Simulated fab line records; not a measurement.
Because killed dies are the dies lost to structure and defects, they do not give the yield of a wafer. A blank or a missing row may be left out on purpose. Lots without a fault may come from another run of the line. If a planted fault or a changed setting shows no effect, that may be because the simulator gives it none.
Matching of chambers || flow n5 finfet || N5_BEOL_M15_ETCH_61 on rie diel-02: 4 sister chambers
The step etches BARC in N2/H2, target depth 89 nm, overetch 26.7 nm, time 67.9 s. 8 wafers are shown with their chamber, then 7 later ones without.

== WAFERS PAIRED WITH THEIR CHAMBERS ==
{"wafer": "L074.4", "chamber": 3, "drypump motor current A (A)": 4.9, "throttle valve pct (%)": 18.20}
{"wafer": "L081.6", "chamber": 3, "drypump motor current A (A)": 4.9, "throttle valve pct (%)": 18.24}
{"wafer": "L086.3", "chamber": 2, "drypump motor current A (A)": 5.8, "throttle valve pct (%)": 18.26}
{"wafer": "L089.4", "chamber": 0, "drypump motor current A (A)": 5.7, "throttle valve pct (%)": 17.84}
{"wafer": "L089.5", "chamber": 0, "drypump motor current A (A)": 5.7, "throttle valve pct (%)": 17.84}
{"wafer": "L089.6", "chamber": 1, "drypump motor current A (A)": 6.4, "throttle valve pct (%)": 17.53}
{"wafer": "L091.3", "chamber": 1, "drypump motor current A (A)": 6.3, "throttle valve pct (%)": 17.54}
{"wafer": "L091.5", "chamber": 2, "drypump motor current A (A)": 5.8, "throttle valve pct (%)": 18.29}

== WAFERS WITHOUT THEIR CHAMBER ==
{"wafer": "L091.6", "drypump motor current A (A)": 4.9, "throttle valve pct (%)": 17.78}
{"wafer": "L094.1", "drypump motor current A (A)": 5.9, "throttle valve pct (%)": 18.29}
{"wafer": "L094.5", "drypump motor current A (A)": 5.9, "throttle valve pct (%)": 18.29}
{"wafer": "L094.6", "drypump motor current A (A)": 4.9, "throttle valve pct (%)": 17.80}
{"wafer": "L092.2", "drypump motor current A (A)": 5.7, "throttle valve pct (%)": 17.87}
{"wafer": "L092.3", "drypump motor current A (A)": 4.9, "throttle valve pct (%)": 17.81}
{"wafer": "L092.6", "drypump motor current A (A)": 6.3, "throttle valve pct (%)": 17.53}

== THE CHAMBER EACH PASSED THROUGH ==
{"wafer": "L091.6", "from the rows above": "can't be placed: 0 or 3", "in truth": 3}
{"wafer": "L094.1", "from the rows above": 2, "in truth": 2}
{"wafer": "L094.5", "from the rows above": 2, "in truth": 2}
{"wafer": "L094.6", "from the rows above": "can't be placed: 0 or 3", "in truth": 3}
{"wafer": "L092.2", "from the rows above": 0, "in truth": 0}
{"wafer": "L092.3", "from the rows above": "can't be placed: 0 or 3", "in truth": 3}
{"wafer": "L092.6", "from the rows above": 1, "in truth": 1}
Correctly placed: 4 of 7. Unplaceable from these rows: 3, with the true chamber sitting among the candidates in 3. Wrongly placed: 0.
How it was worked out, from the rows above alone: a wafer's distance from a chamber is the root of the sum, over the readings, of the square of ((its reading less the chamber's mean) divided by the reading's scatter). If the next closest chamber is less than 2 further off than the closest, the wafer can't be placed; otherwise it belongs to the closest. A chamber's mean is the mean of its shown wafers. The scatter: take each reading less its chamber's mean, square it, sum over the shown wafers, divide by the number of wafers less the number of chambers, and take the root.
